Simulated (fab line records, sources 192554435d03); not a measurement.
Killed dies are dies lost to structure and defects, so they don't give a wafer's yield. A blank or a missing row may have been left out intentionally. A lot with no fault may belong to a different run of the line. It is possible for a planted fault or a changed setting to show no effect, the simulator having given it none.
Matching of chambers    flow n5_finfet    4 sister chambers for N5_HKMG_FIN_CMP_23 on cmp-03
The step polishes, stops on SiNx, t overpolish 10 s, target thk 46.326 nm. 8 wafers are shown with their chamber, then 8 later ones without.

== WAFERS PAIRED WITH THEIR CHAMBERS ==
wafer   chamber  motor_current_A (A)  time_to_endpoint_s (s)
L426.1  3        10.4                 11
L430.4  2        16.0                 10
L441.3  1        11.3                 12
L441.6  1        11.8                 14
L442.3  0        11.7                 15
L442.4  3        10.2                 15
L442.5  0        11.4                 16
L443.1  2        15.3                 7

== WAFERS MISSING THEIR CHAMBER ==
wafer   motor_current_A (A)  time_to_endpoint_s (s)
L443.4  11.3                 13
L443.6  15.7                 6
L444.2  11.3                 13
L444.3  16.0                 10
L444.4  9.7                  11
L445.1  11.6                 14
L445.3  10.3                 13
L445.6  15.4                 9

== WHICH CHAMBER EACH WENT THROUGH ==
wafer   from the rows above      in truth
L443.4  can't be placed: 1 or 0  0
L443.6  2                        2
L444.2  can't be placed: 1 or 0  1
L444.3  2                        2
L444.4  3                        3
L445.1  can't be placed: 1 or 0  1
L445.3  3                        3
L445.6  2                        2
5 of 8 placed correctly. From these rows, 3 cannot be placed; in 3 the true chamber is one of the candidates. 0 placed wrongly.
How it was worked out, from the rows above alone: a wafer's distance from a chamber is the root of the sum, over the readings, of the square of ((its reading less the chamber's mean) divided by the reading's scatter). The wafer belongs to the nearest chamber; if the next one is less than 2 further off, it can't be placed. Each chamber's mean is taken over the wafers shown for it. The scatter is the square root of a quotient: the sum, over the shown wafers, of each reading's squared deviation from its chamber's mean, divided by wafers minus chambers.
